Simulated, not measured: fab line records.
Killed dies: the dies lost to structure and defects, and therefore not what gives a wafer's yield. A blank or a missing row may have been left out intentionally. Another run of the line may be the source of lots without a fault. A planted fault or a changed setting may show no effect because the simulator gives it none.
Which of the tools did it?    flow nand_harc    10 lots with 30 wafers sampled at 7 steps, on a route of 1302 steps

== WHAT EACH GAUGE READ, for each wafer ==
NHARC_A_M0_CD_MEAS_09: target cd 80 nm. Usual: cd_nm 80.1 nm, standard deviation 0.71.
lot   measured      on         cd_nm (nm)      flag
L402  day 23 13:26  cd_sem-02  79.6 80.2 79.3  
L404  day 24 22:01  cd_sem-03  80.5 79.4 78.6  
L407  day 25 22:18  cd_sem-01  79.8 79.7 80.6  
L403  day 25 23:25  cd_sem-03  78.8 80.2 79.6  
L410  day 27 13:01  cd_sem-01  85.3 85.7 85.7  OFF
L413  day 28 03:49  cd_sem-01  82.9 84.3 84.1  OFF
L417  day 29 09:13  cd_sem-01  80.1 80.7 80.8  
L416  day 30 04:08  cd_sem-03  80.0 80.2 80.2  
L418  day 30 08:49  cd_sem-03  79.6 79.3 79.5  
L419  day 31 03:01  cd_sem-01  79.6 79.1 80.1  

NHARC_A_M0_CD_MEAS_16. Usual: cd_nm 79.9 nm, standard deviation 0.91.
lot   measured      on         cd_nm (nm)      flag
L402  day 23 13:55  cd_sem-03  78.8 79.9 79.9  
L404  day 24 22:29  cd_sem-03  80.1 79.2 78.5  
L407  day 25 22:50  cd_sem-01  80.1 80.0 80.4  
L403  day 25 23:56  cd_sem-03  77.3 79.7 78.9  
L410  day 27 13:30  cd_sem-02  85.7 86.4 86.2  OFF
L413  day 28 04:18  cd_sem-01  82.6 83.1 82.7  OFF
L417  day 29 09:42  cd_sem-01  79.9 81.2 81.2  
L416  day 30 04:37  cd_sem-03  79.0 79.0 79.5  
L418  day 30 09:18  cd_sem-03  79.3 78.5 80.4  
L419  day 31 03:30  cd_sem-03  80.0 79.3 79.5  

NHARC_END_SORT_01. Usual: for defect_limited_yield, 91 % with a standard deviation of 3; for killed_at_array, 56 with a standard deviation of 21; for killed_at_other, 0.8 with a standard deviation of 1; for killed_at_periphery, 3.6 with a standard deviation of 2.8; for killed_dies, 60 with a standard deviation of 20; for killed_open, 3.2 with a standard deviation of 1.9; for killed_short, 2.4 with a standard deviation of 1.6.
lot   measured      on         defect_limited_yield (%)  killed_at_array  killed_at_other  killed_at_periphery  killed_dies  killed_open  killed_short  flag
L402  day 25 06:12  prober-01  88 90 88                  77 60 74         0 1 0            5 4 9                82 65 83     0 1 1        0 2 4         
L404  day 26 15:31  prober-01  88 86 86                  80 92 97         0 1 0            2 0 0                82 93 97     4 4 4        1 3 4         
L407  day 27 16:54  prober-01  93 94 93                  40 36 47         5 3 0            2 0 3                47 39 50     4 2 4        1 2 4         
L403  day 27 16:13  prober-02  94 92 94                  38 47 34         0 0 3            1 6 1                39 53 38     3 8 0        2 2 2         
L410  day 29 06:45  prober-01  89 83 86                  66 107 89        0 0 1            8 5 3                74 112 93    7 3 3        5 2 2         
L413  day 30 00:39  prober-01  88 86 90                  78 93 65         0 0 2            2 3 1                80 96 68     2 7 4        1 5 3         
L417  day 31 05:50  prober-01  93 92 93                  44 49 44         0 1 0            1 2 6                45 52 50     2 5 3        3 1 5         
L416  day 31 21:22  prober-02  89 87 89                  69 82 67         1 0 0            4 8 9                74 90 76     5 2 4        3 2 2         
L418  day 31 21:26  prober-01  95 95 96                  33 28 23         0 0 0            2 7 7                35 35 30     2 5 3        3 1 2         
L419  day 32 20:32  prober-01  95 93 95                  35 46 31         0 0 0            0 1 3                35 47 34     2 4 3        2 1 1         

== EACH LOT AND THE TOOL THAT RAN IT (in order: tool; ch and the chambers of the sampled wafers; start) ==
lot   NHARC_A_BLC_ETCH_16                 NHARC_A_BLC_CMP_25             NHARC_A_M0_EXPOSE_06                NHARC_A_M0_DESCUM_14
L402  rie_diel-07 ch 0,1,3, day 23 09:40  cmp-02 ch 1,2,3, day 23 12:09  arfi_scanner-03 ch 0, day 23 13:17  rie_diel-10 ch 1,2,3, day 23 13:37
L404  rie_diel-07 ch 0,1,2, day 24 18:15  cmp-04 ch 0,2, day 24 20:42    arfi_scanner-02 ch 0, day 24 21:52  rie_diel-13 ch 0,2, day 24 22:11
L407  rie_diel-11 ch 0,2,3, day 25 18:22  cmp-02 ch 2,3, day 25 20:50    arfi_scanner-03 ch 0, day 25 22:10  rie_diel-13 ch 1,2,3, day 25 22:29
L403  rie_diel-11 ch 0,1,2, day 25 19:38  cmp-04 ch 0,1,2, day 25 22:07  arfi_scanner-02 ch 0, day 25 23:16  rie_diel-06 ch 0,1, day 25 23:35
L410  rie_diel-11 ch 0,1,3, day 27 09:16  cmp-03 ch 0,2,3, day 27 11:43  arfi_scanner-02 ch 0, day 27 12:53  rie_diel-13 ch 0,2,3, day 27 13:13
L413  rie_diel-11 ch 0,2,3, day 28 00:10  cmp-02 ch 1,2,3, day 28 02:38  arfi_scanner-02 ch 0, day 28 03:41  rie_diel-06 ch 1,3, day 28 04:00
L417  rie_diel-11 ch 0,1,3, day 29 05:25  cmp-03 ch 1,2,3, day 29 07:57  arfi_scanner-03 ch 0, day 29 09:05  rie_diel-13 ch 1,2, day 29 09:24
L416  rie_diel-11 ch 0,3, day 30 00:23    cmp-04 ch 2,3, day 30 02:50    arfi_scanner-01 ch 0, day 30 04:00  rie_diel-06 ch 1,2, day 30 04:20
L418  rie_diel-11 ch 0,1,3, day 30 05:11  cmp-04 ch 1,2,3, day 30 07:41  arfi_scanner-01 ch 0, day 30 08:41  rie_diel-10 ch 2,3, day 30 09:00
L419  rie_diel-07 ch 0,1,3, day 30 23:11  cmp-04 ch 1,2, day 31 01:49    arfi_scanner-01 ch 0, day 31 02:52  rie_diel-06 ch 0,1,2, day 31 03:13
- NHARC_A_BLC_ETCH_16: etches the open film in CF4, target depth 39 nm, time 65 s.
- NHARC_A_BLC_CMP_25: polishes, t overpolish 30 s, target thk 150 nm.
- NHARC_A_M0_EXPOSE_06: exposes mask A M0, target cd 80 nm.
- NHARC_A_M0_DESCUM_14: chemistry O2, time 3 s.

== WHAT THE TOOLS THEMSELVES READ (means of the sampled wafers that have a number; where no wafer has one, the mark that the record gives instead) ==
NHARC_A_BLC_ETCH_16. Usual: for cf4_flow_sccm, 150.0 sccm with a standard deviation of 0.5; for drypump_motor_current_A, 5.87 A with a standard deviation of 0.24; for oes_product_au, 1.007 a.u. with a standard deviation of 0.01; for rf_fwd_power_W, 297.0 W with a standard deviation of 1.2; for rf_vpp_V, 150.6 V with a standard deviation of 0.99; for showerhead_plenum_p_Torr, 1.72 Torr with a standard deviation of 0.033; for throttle_valve_pct, 13.284 % with a standard deviation of 0.0086.
lot   tool         cf4_flow_sccm (sccm)  drypump_motor_current_A (A)  oes_product_au (a.u.)  rf_fwd_power_W (W)  rf_vpp_V (V)  showerhead_plenum_p_Torr (Torr)  throttle_valve_pct (%)  flag
L402  rie_diel-07  150.3                 5.80                         0.996                  296.7               150.4         1.71                             13.284                  
L404  rie_diel-07  149.9                 5.85                         0.999                  297.9               150.0         1.71                             13.280                  
L407  rie_diel-11  150.3                 5.82                         1.009                  296.7               150.4         1.72                             13.289                  
L403  rie_diel-11  149.9                 5.87                         1.003                  296.8               149.6         1.72                             13.291                  
L410  rie_diel-11  150.5                 5.92                         1.009                  297.3               150.5         1.72                             13.291                  
L413  rie_diel-11  149.9                 5.78                         1.004                  296.7               150.8         1.72                             13.275                  
L417  rie_diel-11  150.0                 5.92                         1.016                  297.5               150.3         1.72                             13.282                  
L416  rie_diel-11  150.1                 5.85                         1.010                  296.6               150.3         1.71                             13.276                  
L418  rie_diel-11  149.7                 5.91                         1.012                  297.0               150.6         1.71                             13.287                  
L419  rie_diel-07  150.4                 5.77                         0.997                  297.0               150.7         1.71                             13.282                  

NHARC_A_BLC_CMP_25. Usual: edge_zone_pressure_frac 0.999, standard deviation 0.0049; motor_current_A 12.1 A, standard deviation 1.4; overpolish_run_s 30.000 s, standard deviation 0.0087; slurry_flow_ml_min 150.1, standard deviation 0.48; time_to_endpoint_s 31.0 s, standard deviation 2.7.
lot   tool    edge_zone_pressure_frac  motor_current_A (A)  overpolish_run_s (s)  slurry_flow_ml_min  time_to_endpoint_s (s)  flag
L402  cmp-02  0.995                    11.0                 29.988                150.1               30.7                    
L404  cmp-04  0.995                    11.0                 30.002                150.2               32.4                    
L407  cmp-02  0.996                    11.7                 30.008                149.6               30.3                    
L403  cmp-04  0.997                    11.8                 30.006                149.9               31.8                    
L410  cmp-03  0.996                    12.8                 29.997                150.7               31.6                    
L413  cmp-02  0.997                    11.1                 29.995                150.2               27.6                    
L417  cmp-03  0.992                    13.0                 29.998                149.8               33.4                    
L416  cmp-04  1.001                    12.2                 29.998                150.0               31.4                    
L418  cmp-04  0.997                    12.2                 30.003                150.1               30.3                    
L419  cmp-04  0.995                    11.6                 29.994                149.9               33.7                    

NHARC_A_M0_EXPOSE_06. Usual: exposure_dose_mJ_cm2 83.25, standard deviation 0.083.
lot   tool             exposure_dose_mJ_cm2  flag
L402  arfi_scanner-03  83.30                 
L404  arfi_scanner-02  83.13                 
L407  arfi_scanner-03  83.29                 
L403  arfi_scanner-02  83.24                 
L410  arfi_scanner-02  89.61                 OFF
L413  arfi_scanner-02  88.16                 OFF
L417  arfi_scanner-03  83.35                 
L416  arfi_scanner-01  83.26                 
L418  arfi_scanner-01  83.23                 
L419  arfi_scanner-01  83.18                 

NHARC_A_M0_DESCUM_14. Usual: drypump_motor_current_A 5.7 A, standard deviation 0.64; oes_product_au 0.998 a.u., standard deviation 0.011; rf_vpp_V 57.7 V, standard deviation 0.85; showerhead_plenum_p_Torr 1.90 Torr, standard deviation 0.075; throttle_valve_pct 11.311 %, standard deviation 0.0087.
lot   tool         drypump_motor_current_A (A)  oes_product_au (a.u.)  rf_vpp_V (V)  showerhead_plenum_p_Torr (Torr)  throttle_valve_pct (%)  flag
L402  rie_diel-10  6.0                          0.993                  58.2          1.88                             11.314                  
L404  rie_diel-13  5.3                          0.998                  58.3          1.98                             11.306                  
L407  rie_diel-13  5.7                          0.988                  57.9          1.91                             11.311                  
L403  rie_diel-06  5.6                          0.995                  57.5          1.95                             11.312                  
L410  rie_diel-13  5.9                          0.999                  58.2          1.97                             11.319                  
L413  rie_diel-06  5.4                          1.002                  58.1          1.96                             11.308                  
L417  rie_diel-13  5.5                          0.993                  57.2          1.88                             11.311                  
L416  rie_diel-06  5.1                          0.993                  57.6          1.90                             11.309                  
L418  rie_diel-10  6.4                          1.001                  57.5          1.86                             11.311                  
L419  rie_diel-06  5.4                          0.995                  57.3          1.89                             11.318                  

== THE ANSWER, worked out from the rows above alone ==
Rule: a lot counts as off when the mean over its wafers that have a number is more than 3 standard deviations away from the usual mean. A lot without any number at a reading at which 4 lots or more have one is off too. The other lots that the step has rows for count as sound. The gauges are gone through in route order, then the tools' own readings, and for those a lot's mean is taken as printed above. The first step at which some lot is off is used, and at that step the reading that is off furthest; a lot without a number counts as furthest.
Off at NHARC_A_M0_CD_MEAS_09 (cd_nm): L410, L413.
A tool fits if, at a process step before that reading, it ran every lot that is off, and no sound lot after the first of them. Not tried: the gauges at NHARC_A_M0_CD_MEAS_09; whatever is off there is also off at NHARC_A_M0_EXPOSE_06, on other tools, and gauge error can't account for it. One fits: arfi_scanner-02 at NHARC_A_M0_EXPOSE_06. A fault onset in the window from L403 (day 25 23:16, its last sound lot) to L410 (day 27 12:53, its first lot off) fits.
On the lots that are off, the tool's own readings at NHARC_A_M0_EXPOSE_06 differ by more than 5 times the standard deviation of the sound lots' means, which bears it out; exposure_dose_mJ_cm2 reads 88.88 there versus 83.25 on the sound lots.

== WHAT THE SIMULATOR PUT IN ==
Drift in process parameters on arfi_scanner-02 at NHARC_A_M0_EXPOSE_06, starting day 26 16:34. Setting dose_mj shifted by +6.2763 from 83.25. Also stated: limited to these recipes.
Struck lots among those shown: L410, L413. Same finding as the rule above.
